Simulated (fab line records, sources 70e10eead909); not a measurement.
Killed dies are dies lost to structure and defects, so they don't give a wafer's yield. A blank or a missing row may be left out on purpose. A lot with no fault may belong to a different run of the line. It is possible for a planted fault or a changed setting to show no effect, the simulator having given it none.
Tool commonality check :: flow nand-harc :: Lots sampled 2, wafers sampled 6

== REASON FOR OPENING ==
Flagged at NHARC_END_SORT_01: reading killed-at-array, on 2 of 2 lots. Wafers without a fault read 26, standard deviation 11.
Rule: flag the lot when none of its wafers has a number, or when each of its wafers that has one lies beyond 4 standard deviations from that mean. All remaining lots are regarded as sound.

lot: L448
measured: day 21 22:23
on: prober-02
killed-at-array, wafer by wafer: 109 117 112
flag: FLAGGED

lot: L451
measured: day 22 06:52
on: prober-01
killed-at-array, wafer by wafer: 111 121 130
flag: FLAGGED
The mean of the flagged lots' numbers is 117, +91 from the usual (+8 standard deviations).

== TOOL THAT RAN EACH LOT ==
Before the reading, the record contains 4 process steps out of a 1159-step route. Every cell lists first the tool, next ch and the chambers used by the sampled wafers, and last the start.
lot: L448
flag: FLAGGED
NHARC_A_ONON_D1_DEP_16: pecvd-onon-02 ch 0, day 10 12:44
NHARC_A_BONDPAD_ANNEAL_28: rtp-anneal-02 ch 0, day 20 10:28
NHARC_THIN_TSV_ETCH_15: rie-si-05 ch 1,3, day 21 02:00
NHARC_THIN_TSV_DEGAS_53: pvd-sputter-01, day 21 05:59

lot: L451
flag: FLAGGED
NHARC_A_ONON_D1_DEP_16: pecvd-onon-02 ch 0, day 11 03:49
NHARC_A_BONDPAD_ANNEAL_28: rtp-anneal-02 ch 0, day 20 19:45
NHARC_THIN_TSV_ETCH_15: rie-si-05 ch 1,2,3, day 21 10:05
NHARC_THIN_TSV_DEGAS_53: pvd-sputter-02, day 21 14:13
What is done by these steps:
- NHARC_A_ONON_D1_DEP_16: target thk 1000 nm.
- NHARC_A_BONDPAD_ANNEAL_28: time 90 s.
- NHARC_THIN_TSV_ETCH_15: target depth 3000 nm, bosch target overetch cycles 2, bosch etch step 2.8 s.
- NHARC_THIN_TSV_DEGAS_53: time 60 s.
- NHARC_END_SORT_01

== FLAGGED AGAINST TOTAL, ONE TOOL AT A TIME (gauges that did the reading follow at the end) ==
step: NHARC_A_ONON_D1_DEP_16
tool: pecvd-onon-02
lots run: 2
flagged: 2
share of the flagged lots: all
sound lots run after its first flagged lot: 0

step: NHARC_A_BONDPAD_ANNEAL_28
tool: rtp-anneal-02
lots run: 2
flagged: 2
share of the flagged lots: all
sound lots run after its first flagged lot: 0

step: NHARC_THIN_TSV_ETCH_15
tool: rie-si-05
lots run: 2
flagged: 2
share of the flagged lots: all
sound lots run after its first flagged lot: 0

step: NHARC_THIN_TSV_DEGAS_53
tool: pvd-sputter-01
lots run: 1
flagged: 1
share of the flagged lots: some
sound lots run after its first flagged lot: 0

step: NHARC_THIN_TSV_DEGAS_53
tool: pvd-sputter-02
lots run: 1
flagged: 1
share of the flagged lots: some
sound lots run after its first flagged lot: 0

step: NHARC_END_SORT_01
tool: prober-01
lots run: 1
flagged: 1
share of the flagged lots: some
sound lots run after its first flagged lot: 0

step: NHARC_END_SORT_01
tool: prober-02
lots run: 1
flagged: 1
share of the flagged lots: some
sound lots run after its first flagged lot: 0

== THE TABLE: WHAT IT ALLOWS ==
Rows of the table that ran every flagged lot, 3 in all: pecvd-onon-02 at NHARC_A_ONON_D1_DEP_16, rtp-anneal-02 at NHARC_A_BONDPAD_ANNEAL_28, rie-si-05 at NHARC_THIN_TSV_ETCH_15.
- pecvd-onon-02 at NHARC_A_ONON_D1_DEP_16: 2 of its 2 lots flagged. No sound lot ran on it before its first flagged lot in this sample; the start therefore can't be narrowed down.
- rtp-anneal-02 at NHARC_A_BONDPAD_ANNEAL_28: 2 of its 2 lots flagged. No sound lot ran on it before its first flagged lot in this sample; the start therefore can't be narrowed down.
- rie-si-05 at NHARC_THIN_TSV_ETCH_15: 2 of its 2 lots flagged. No sound lot ran on it before its first flagged lot in this sample; the start therefore can't be narrowed down.
Because each of these 3 tools fits a fault that began at some hour, counting lots does not separate them. More lots, or a look at what each step does to the wafer, might.

== WHAT WAS PUT IN BY THE SIMULATOR ==
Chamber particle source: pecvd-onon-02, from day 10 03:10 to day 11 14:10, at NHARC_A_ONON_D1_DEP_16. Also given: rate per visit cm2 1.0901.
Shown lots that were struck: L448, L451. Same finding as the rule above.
